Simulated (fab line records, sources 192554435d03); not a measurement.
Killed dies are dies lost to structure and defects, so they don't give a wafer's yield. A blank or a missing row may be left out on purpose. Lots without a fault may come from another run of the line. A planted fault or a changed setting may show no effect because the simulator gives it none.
Which tool did it? | flow n5_finfet | 9 lots, 27 wafers sampled, at 6 steps of a route of 1938

WHAT THE GAUGES READ, wafer by wafer
N5_BEOL_M1_OCD_MEAS_38. Usual: trench_depth_nm 54.9 nm, standard deviation 0.88.
lot  | measured     | on     | trench_depth_nm (nm) | flag
L829 | day 7 00:19  | ocd-01 | 54.3 57.0 55.9       |
L831 | day 7 15:47  | ocd-01 | 56.6 56.7 57.1       |
L832 | day 7 19:25  | ocd-02 | 55.4 55.7 55.5       |
L838 | day 9 00:18  | ocd-01 | 56.6 55.6 55.0       |
L843 | day 10 11:29 | ocd-02 | 54.5 56.5 55.9       |
L844 | day 10 16:21 | ocd-01 | 54.3 44.2 54.8       | OFF
L845 | day 10 18:34 | ocd-02 | 55.9 45.3 54.1       | OFF
L848 | day 11 11:57 | ocd-02 | 56.6 55.6 55.0       |
L849 | day 11 18:10 | ocd-02 | 54.0 55.8 55.2       |

N5_BEOL_M1_CD_MEAS_35: target cd 18 nm, target cd y 21 nm. Usual: cd_nm 17.9 nm, standard deviation 0.31.
lot  | measured     | on        | cd_nm (nm)     | flag
L829 | day 7 00:28  | cd_sem-01 | 17.4 17.9 18.3 |
L831 | day 7 15:57  | cd_sem-02 | 17.6 18.3 17.8 |
L832 | day 7 19:34  | cd_sem-03 | 17.6 18.3 18.0 |
L838 | day 9 00:27  | cd_sem-01 | 17.7 18.5 17.4 |
L843 | day 10 11:38 | cd_sem-02 | 17.9 18.5 18.3 |
L844 | day 10 16:31 | cd_sem-02 | 17.5 17.8 17.9 |
L845 | day 10 18:44 | cd_sem-02 | 18.4 18.1 17.9 |
L848 | day 11 12:07 | cd_sem-01 | 17.5 17.8 18.5 |
L849 | day 11 18:19 | cd_sem-02 | 17.6 17.7 18.2 |

N5_BEOL_M4_RC_MEAS_101. Usual: DIBL_N 35.8 mV/V, standard deviation 1.5; DIBL_P 35.8 mV/V, standard deviation 1.7; IOFF_N 0.151 nA/um, standard deviation 0.022; IOFF_P 0.204 nA/um, standard deviation 0.027; ION_N 673 uA/um, standard deviation 8.6; ION_P 462 uA/um, standard deviation 5.4; SS_N 71.4 mV/dec, standard deviation 0.54; SS_P 73.3 mV/dec, standard deviation 0.56; VT_N 250.5 mV, standard deviation 2.6; VT_P -251 mV, standard deviation 3.1.
lot  | measured     | on        | DIBL_N (mV/V)  | DIBL_P (mV/V)  | IOFF_N (nA/um)    | IOFF_P (nA/um)    | ION_N (uA/um) | ION_P (uA/um) | SS_N (mV/dec)  | SS_P (mV/dec)  | VT_N (mV)         | VT_P (mV)      | flag
L829 | day 9 08:01  | prober-02 | 36.6 37.6 36.5 | 38.6 39.3 38.5 | 0.191 0.206 0.187 | 0.231 0.252 0.234 | 677 685 674   | 460 470 464   | 72.1 72.5 72.7 | 73.5 74.6 74.6 | 248.0 244.0 248.2 | -251 -247 -247 |
L831 | day 9 09:43  | prober-01 | 35.7 37.4 36.9 | 35.7 38.1 38.1 | 0.134 0.174 0.166 | 0.195 0.230 0.226 | 666 678 674   | 460 464 465   | 70.8 72.0 71.2 | 73.8 73.9 73.9 | 251.8 247.8 247.5 | -251 -248 -248 |
L832 | day 9 13:22  | prober-02 | 35.3 35.6 35.8 | 34.4 34.9 35.2 | 0.133 0.142 0.139 | 0.209 0.221 0.221 | 668 658 658   | 463 460 464   | 71.6 71.7 71.1 | 73.5 73.2 72.9 | 251.0 251.5 251.9 | -248 -250 -248 |
L838 | day 11 01:07 | prober-02 | 36.6 34.6 35.2 | 37.6 35.6 35.7 | 0.159 0.127 0.128 | 0.189 0.160 0.156 | 673 670 653   | 456 459 455   | 72.3 71.2 70.8 | 73.7 73.6 73.2 | 249.8 254.3 255.9 | -254 -256 -258 |
L843 | day 12 04:54 | prober-02 | 35.3 35.0 35.6 | 35.3 34.6 35.6 | 0.163 0.152 0.161 | 0.191 0.175 0.190 | 676 676 665   | 464 460 454   | 70.1 71.7 72.0 | 73.3 72.3 72.9 | 248.6 249.7 249.3 | -249 -254 -252 |
L844 | day 12 13:46 | prober-01 | 35.9 35.9 35.1 | 34.7 34.7 34.3 | 0.143 0.135 0.128 | 0.183 0.176 0.175 | 681 662 663   | 462 454 456   | 71.0 71.6 71.0 | 73.4 72.7 73.2 | 251.3 252.8 253.3 | -252 -254 -253 |
L845 | day 13 06:08 | prober-02 | 34.0 33.1 32.6 | 35.5 34.0 32.9 | 0.165 0.133 0.132 | 0.218 0.186 0.181 | 681 673 668   | 469 463 462   | 71.8 71.9 71.5 | 73.3 73.2 72.8 | 251.1 253.3 251.0 | -248 -255 -252 |
L848 | day 13 09:00 | prober-01 | 35.9 35.7 35.5 | 36.2 37.0 36.0 | 0.163 0.162 0.160 | 0.224 0.232 0.228 | 680 677 685   | 471 472 468   | 71.2 71.3 70.9 | 73.9 74.4 73.7 | 248.4 247.8 250.4 | -248 -249 -251 |
L849 | day 13 16:02 | prober-02 | 35.6 36.6 36.2 | 34.9 36.5 35.5 | 0.128 0.145 0.137 | 0.158 0.184 0.164 | 664 664 670   | 450 461 460   | 71.2 71.8 70.7 | 72.5 72.6 73.4 | 251.8 250.5 250.4 | -256 -252 -254 |

WHICH TOOL RAN EACH LOT (tool, then ch and the chambers of the sampled wafers, then the start)
lot  | N5_BEOL_M1_VIA_ETCH_34             | N5_BEOL_M1_TRENCH_ETCH_37          | N5_BEOL_M1_STRIP_97
L829 | rie_diel-02 ch 1,2,3, day 7 00:04  | rie_diel-02 ch 1,2,3, day 7 00:10  | rie_diel-02 ch 1,2,3, day 7 00:19 or earlier
L831 | rie_diel-02 ch 1,3, day 7 15:32    | rie_diel-02 ch 1,3, day 7 15:38    | rie_diel-02 ch 1,3, day 7 15:47 or earlier
L832 | rie_diel-03 ch 2,3, day 7 19:10    | rie_diel-03 ch 2,3, day 7 19:16    | rie_diel-03 ch 2,3, day 7 19:25 or earlier
L838 | rie_diel-01 ch 0,1,3, day 9 00:02  | rie_diel-01 ch 0,1,3, day 9 00:08  | rie_diel-01 ch 0,1,3, day 9 00:18 or earlier
L843 | rie_diel-03 ch 0,1,3, day 10 11:13 | rie_diel-03 ch 0,1,3, day 10 11:19 | rie_diel-03 ch 0,1,3, day 10 11:29 or earlier
L844 | rie_diel-03 ch 0,1,2, day 10 16:06 | rie_diel-03 ch 0,1,2, day 10 16:12 | rie_diel-03 ch 0,1,2, day 10 16:21 or earlier
L845 | rie_diel-03 ch 2,3, day 10 18:19   | rie_diel-03 ch 2,3, day 10 18:25   | rie_diel-03 ch 2,3, day 10 18:34 or earlier
L848 | rie_diel-01 ch 1,2,3, day 11 11:42 | rie_diel-01 ch 1,2,3, day 11 11:47 | rie_diel-01 ch 1,2,3, day 11 11:57 or earlier
L849 | rie_diel-02 ch 0,1,3, day 11 17:55 | rie_diel-02 ch 0,1,3, day 11 18:00 | rie_diel-02 ch 2,3, day 11 18:10 or earlier
- N5_BEOL_M1_VIA_ETCH_34: etches the open film in C4F6/O2, target depth 67.8 nm, time 64.4 s.
- N5_BEOL_M1_TRENCH_ETCH_37: etches SiOC in C4F6/O2, target depth 55.207 nm, time 29 s.
- N5_BEOL_M1_STRIP_97: strips in N2/H2, time 10 s.

WHAT THE TOOLS THEMSELVES READ (means of the sampled wafers that have a number; where no wafer has one, the mark that the record gives instead)
N5_BEOL_M1_VIA_ETCH_34. Usual: drypump_motor_current_A 6.0 A, standard deviation 0.34; oes_product_au 0.78 a.u., standard deviation 0.068; rf_vpp_V 667 V, standard deviation 7.2; showerhead_plenum_p_Torr 2.81 Torr, standard deviation 0.11; throttle_valve_pct 30.78 %, standard deviation 0.26.
lot  | tool        | drypump_motor_current_A (A) | oes_product_au (a.u.) | rf_vpp_V (V) | showerhead_plenum_p_Torr (Torr) | throttle_valve_pct (%) | flag
L829 | rie_diel-02 | 6.0                         | 0.79                  | 665          | 2.75                            | 30.80                  |
L831 | rie_diel-02 | 5.5                         | 0.83                  | 663          | 2.76                            | 30.77                  |
L832 | rie_diel-03 | 5.7                         | 0.79                  | 676          | 2.95                            | 30.55                  |
L838 | rie_diel-01 | 6.1                         | 0.80                  | 658          | 2.82                            | 30.78                  |
L843 | rie_diel-03 | 5.9                         | 0.80                  | 670          | 2.83                            | 30.60                  |
L844 | rie_diel-03 | 6.0                         | 0.76                  | 668          | 2.77                            | 30.90                  |
L845 | rie_diel-03 | 5.7                         | 0.77                  | 676          | 2.94                            | 30.56                  |
L848 | rie_diel-01 | 5.9                         | 0.84                  | 664          | 2.82                            | 30.88                  |
L849 | rie_diel-02 | 5.9                         | 0.75                  | 666          | 2.80                            | 30.79                  |

N5_BEOL_M1_TRENCH_ETCH_37. Usual: drypump_motor_current_A 6.0 A, standard deviation 0.34; oes_product_au 0.78 a.u., standard deviation 0.069; rf_vpp_V 667 V, standard deviation 7.4; showerhead_plenum_p_Torr 2.82 Torr, standard deviation 0.11; throttle_valve_pct 20.90 %, standard deviation 0.25.
lot  | tool        | drypump_motor_current_A (A) | oes_product_au (a.u.) | rf_vpp_V (V) | showerhead_plenum_p_Torr (Torr) | throttle_valve_pct (%) | flag
L829 | rie_diel-02 | 6.0                         | 0.80                  | 665          | 2.75                            | 20.92                  |
L831 | rie_diel-02 | 5.5                         | 0.84                  | 663          | 2.77                            | 20.90                  |
L832 | rie_diel-03 | 5.7                         | 0.80                  | 676          | 2.95                            | 20.65                  |
L838 | rie_diel-01 | 6.1                         | 0.80                  | 657          | 2.82                            | 20.93                  |
L843 | rie_diel-03 | 5.9                         | 0.80                  | 670          | 2.83                            | 20.72                  |
L844 | rie_diel-03 | 6.0                         | 0.72                  | 669          | 2.77                            | 21.01                  |
L845 | rie_diel-03 | 5.7                         | 0.74                  | 677          | 2.94                            | 20.68                  |
L848 | rie_diel-01 | 5.9                         | 0.84                  | 664          | 2.83                            | 20.98                  |
L849 | rie_diel-02 | 5.9                         | 0.74                  | 666          | 2.81                            | 20.94                  |

N5_BEOL_M1_STRIP_97. Usual: drypump_motor_current_A 6.0 A, standard deviation 0.34; oes_product_au 0.78 a.u., standard deviation 0.067; rf_vpp_V 59.1 V, standard deviation 0.9; showerhead_plenum_p_Torr 2.51 Torr, standard deviation 0.1; throttle_valve_pct 23.71 %, standard deviation 0.29.
lot  | tool        | drypump_motor_current_A (A) | oes_product_au (a.u.) | rf_vpp_V (V) | showerhead_plenum_p_Torr (Torr) | throttle_valve_pct (%) | flag
L829 | rie_diel-02 | 6.0                         | 0.79                  | 58.7         | 2.45                            | 23.67                  |
L831 | rie_diel-02 | 5.5                         | 0.83                  | 59.0         | 2.47                            | 23.65                  |
L832 | rie_diel-03 | 5.7                         | 0.80                  | 59.0         | 2.64                            | 23.42                  |
L838 | rie_diel-01 | 6.1                         | 0.80                  | 59.3         | 2.52                            | 23.62                  |
L843 | rie_diel-03 | 5.9                         | 0.80                  | 59.9         | 2.53                            | 23.63                  |
L844 | rie_diel-03 | 6.0                         | 0.75                  | 59.8         | 2.47                            | 23.91                  |
L845 | rie_diel-03 | 5.7                         | 0.78                  | 59.0         | 2.63                            | 23.44                  |
L848 | rie_diel-01 | 6.0                         | 0.83                  | 59.0         | 2.52                            | 23.78                  |
L849 | rie_diel-02 | 5.8                         | 0.76                  | 59.2         | 2.44                            | 23.70                  |

THE ANSWER, worked out from the rows above alone
Rule: a lot is off if the mean of its wafers that have a number lies more than 3 standard deviations from the usual mean. A lot without any number at a reading at which 4 lots or more have one is off too. The other lots that the step has rows for count as sound. The gauges are gone through in route order, then the tools' own readings, and for those a lot's mean is taken as printed above. The first step at which some lot is off is used, and at that step the reading that is off furthest; a lot without a number counts as furthest.
Off: L844, L845, at N5_BEOL_M1_OCD_MEAS_38 (trench_depth_nm).
A tool fits if, at a process step before that reading, it ran every lot that is off, and no sound lot after the first of them. The gauges at N5_BEOL_M1_OCD_MEAS_38 are tried like those tools. N5_BEOL_M1_STRIP_97 gives no start for some lots, so the hours and the order of its lots are those of N5_BEOL_M1_OCD_MEAS_38. One fits: rie_diel-03 at N5_BEOL_M1_VIA_ETCH_34 and N5_BEOL_M1_TRENCH_ETCH_37 and N5_BEOL_M1_STRIP_97. At N5_BEOL_M1_VIA_ETCH_34 its last sound lot is L843 (day 10 11:13), its first lot that is off L844 (day 10 16:06): a fault that began between those two fits.

WHAT THE SIMULATOR HAD PUT IN
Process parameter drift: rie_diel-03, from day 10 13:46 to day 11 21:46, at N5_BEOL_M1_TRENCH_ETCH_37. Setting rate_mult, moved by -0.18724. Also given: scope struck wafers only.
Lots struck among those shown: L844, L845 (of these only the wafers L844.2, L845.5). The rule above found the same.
